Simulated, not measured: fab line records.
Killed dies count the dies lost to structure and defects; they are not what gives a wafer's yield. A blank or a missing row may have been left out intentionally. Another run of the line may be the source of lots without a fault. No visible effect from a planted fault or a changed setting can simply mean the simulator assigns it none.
2 desks looking at one fault | flow nand-harc | what lay behind the numbers comes last; until then each desk has only its own

METROLOGY DESK
Means of the sampled wafers that have a number, per lot and without regard to the tool the lot ran on: this is what the gauges read. The brackets show how far a lot's mean lies from the usual mean; more than 4 standard deviations puts the lot out of limits, marked OUT.
Columns: A = overlay-x-nm at NHARC_A_CONTACT_OVL_MEAS_09, usual -0.1 nm; B = overlay-y-nm at NHARC_A_CONTACT_OVL_MEAS_09, usual 0.0 nm
lot  | first seen here | A    | B
L745 | day 22 21:22    | -0.7 | -0.7
L744 | day 22 22:32    | -0.1 | -0.9
L746 | day 24 09:22    | -0.4 | 1.4
L748 | day 25 12:05    | -0.3 | 0.0
L751 | day 25 13:37    | 0.7  | -1.6
L750 | day 25 15:24    | 1.3  | -0.0
L752 | day 26 01:13    | 0.1  | -0.8
L760 | day 29 21:29    | -1.4 | 0.0
L761 | day 29 23:06    | -1.7 | -0.7
L762 | day 30 12:45    | -2.0 | 0.3
L765 | day 31 14:16    | -0.9 | 0.8
L766 | day 31 18:31    | -0.5 | 0.7
Finding of this desk: none of the 12 lots has anything out of limits.

THE TOOL OWNER'S DESK: rie-diel-02
The tool's own readings at NHARC_A_CONTACT_ETCH_31 (etches the open film in O2/COS, target depth 2800 nm, time 728 s): means of the sampled wafers that have a number, for each lot that ran on this tool. The brackets show how far a lot's mean lies from the usual mean; more than 4 standard deviations puts the lot out of limits, marked OUT.
Columns: A = chamber-pressure-mTorr at NHARC_A_CONTACT_ETCH_31, usual 19.999 mTorr; B = drypump-motor-current-A at NHARC_A_CONTACT_ETCH_31, usual 5.8 A; C = oes-product-au at NHARC_A_CONTACT_ETCH_31, usual 1.002 a.u.; D = rf-vpp-V at NHARC_A_CONTACT_ETCH_31, usual 314.4 V; E = showerhead-plenum-p-Torr at NHARC_A_CONTACT_ETCH_31, usual 3.14 Torr; F = throttle-valve-pct at NHARC_A_CONTACT_ETCH_31, usual 28.332 %
lot  | first seen here | A      | B   | C     | D     | E    | F
L745 | day 22 22:11    | 20.009 | 6.1 | 0.990 | 316.1 | 3.24 | 28.336
L746 | day 24 10:04    | 19.994 | 6.3 | 1.006 | 314.5 | 3.14 | 28.333
L748 | day 25 12:50    | 20.007 | 6.1 | 1.008 | 316.5 | 3.29 | 28.332
L760 | day 29 22:30    | 19.997 | 6.0 | 0.968 | 313.0 | 3.11 | 28.343
L761 | day 29 23:48    | 20.001 | 6.3 | 0.968 | 316.3 | 3.29 | 28.328
L762 | day 30 13:32    | 19.986 | 6.1 | 0.963 | 314.4 | 3.18 | 28.329
Finding of this desk: none of the 6 lots has anything out of limits.

TAKEN TOGETHER
Metrology desk: nothing out of limits seen.
The desk of the tool owner found nothing out of limits.

WHAT THE SIMULATOR PUT IN
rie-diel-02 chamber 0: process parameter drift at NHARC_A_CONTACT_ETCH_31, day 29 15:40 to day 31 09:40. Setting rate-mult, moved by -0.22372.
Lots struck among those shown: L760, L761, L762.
